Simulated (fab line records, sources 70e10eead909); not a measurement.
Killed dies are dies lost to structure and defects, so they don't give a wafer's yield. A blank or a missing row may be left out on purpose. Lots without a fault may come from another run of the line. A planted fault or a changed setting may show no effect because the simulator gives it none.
Chamber matching | flow nand_harc | NHARC_P_CONTACT_CMP_01 on cmp-04: 4 sister chambers
The step polishes SiO2, target thk 200 nm. 20 wafers are shown with their chamber, then 10 later ones without.

WAFERS WITH THEIR CHAMBER
wafer  | chamber | motor_current_A (A)
L075.2 | 1       | 13.4
L075.3 | 3       | 12.0
L075.4 | 0       | 10.8
L076.2 | 1       | 13.2
L076.5 | 3       | 11.8
L076.6 | 2       | 13.4
L080.1 | 2       | 14.6
L080.5 | 1       | 13.3
L080.6 | 2       | 14.8
L086.1 | 3       | 12.3
L086.2 | 2       | 13.5
L086.6 | 2       | 13.8
L085.1 | 1       | 13.7
L085.4 | 2       | 13.6
L085.6 | 1       | 13.2
L088.1 | 0       | 10.6
L088.4 | 2       | 13.6
L088.5 | 2       | 14.2
L091.1 | 0       | 11.4
L091.2 | 3       | 12.1

SIGNATURES (means of the wafers above)
reading         | chamber 0 | chamber 1 | chamber 2 | chamber 3 | scatter within a chamber
motor_current_A | 10.933    | 13.360    | 13.938    | 12.050    | 0.405
Rule: a wafer's distance from a chamber is the root of the sum, over the readings, of the square of ((its reading less the chamber's mean) divided by the reading's scatter). The wafer belongs to the nearest chamber; if the next one is less than 2 further off, it can't be placed. The scatter: the root of (the sum of the squares of (reading less its chamber's mean) over the shown wafers, divided by (wafers less chambers)).

WAFERS WITHOUT THEIR CHAMBER
wafer  | motor_current_A (A)
L091.3 | 13.9
L095.3 | 11.4
L095.4 | 12.7
L095.5 | 12.6
L096.1 | 10.4
L096.2 | 13.7
L096.6 | 13.3
L097.3 | 12.8
L097.4 | 10.7
L097.6 | 13.7

WHICH CHAMBER EACH WENT THROUGH
wafer  | from the rows above          | in truth
L091.3 | can't be placed: 2 or 1      | 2
L095.3 | can't be placed: 0 or 3      | 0
L095.4 | can't be placed: 3 or 1 or 2 | 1
L095.5 | can't be placed: 3 or 1 or 2 | 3
L096.1 | 0                            | 0
L096.2 | can't be placed: 2 or 1      | 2
L096.6 | can't be placed: 1 or 2      | 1
L097.3 | can't be placed: 1 or 3 or 2 | 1
L097.4 | 0                            | 0
L097.6 | can't be placed: 2 or 1      | 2
Placed correctly: 2 of 10. Can't be placed from these rows: 8 (the true chamber is among the candidates in 8). Placed wrongly: 0.
